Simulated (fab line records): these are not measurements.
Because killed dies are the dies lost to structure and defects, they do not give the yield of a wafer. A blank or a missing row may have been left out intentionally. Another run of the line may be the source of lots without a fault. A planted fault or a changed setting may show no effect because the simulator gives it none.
Chamber matching ; flow n5 finfet ; pecvd-04 running N5_BEOL_M7_DEP_56: 3 sister chambers
The step deposits SiCN from 3MS/NH3, target thk 10 nm, time 17.5 s. 3 wafers are shown with their chamber, then 12 later ones without.

WAFERS WITH THEIR CHAMBER
wafer;chamber;throttle valve pct (%)
L085.6;0;8.7
L088.2;2;8.6
L088.4;1;9.8

WAFERS WITH NO CHAMBER GIVEN
wafer;throttle valve pct (%)
L086.1;9.7
L086.3;8.8
L086.5;8.8
L090.3;9.0
L090.4;8.7
L090.6;8.5
L091.2;9.4
L091.5;8.8
L091.6;9.4
L093.2;9.7
L093.3;8.6
L093.4;9.7

WHICH CHAMBER EACH ONE RAN IN
wafer;from the rows above;in truth
L086.1;1;1
L086.3;can't be placed: 0 or 2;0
L086.5;can't be placed: 0 or 2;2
L090.3;can't be placed: 0 or 2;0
L090.4;can't be placed: 0 or 2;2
L090.6;can't be placed: 2 or 0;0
L091.2;can't be placed: 1 or 0 or 2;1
L091.5;can't be placed: 0 or 2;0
L091.6;can't be placed: 1 or 0 or 2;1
L093.2;1;1
L093.3;can't be placed: 2 or 0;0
L093.4;1;1
3 of 12 placed correctly. These rows do not allow placing 9 (true chamber among the candidates in 9). 0 placed wrongly.
How it was worked out, from the rows above alone: a wafer's distance from a chamber is the root of the sum, over the readings, of the square of ((its reading less the chamber's mean) divided by the reading's scatter). The wafer belongs to the nearest chamber; if the next one is less than 2 further off, it can't be placed. A chamber's mean is the mean of its shown wafers. The scatter: root of mean squared gap, hidden wafer to nearest shown wafer, with one shown wafer a chamber.
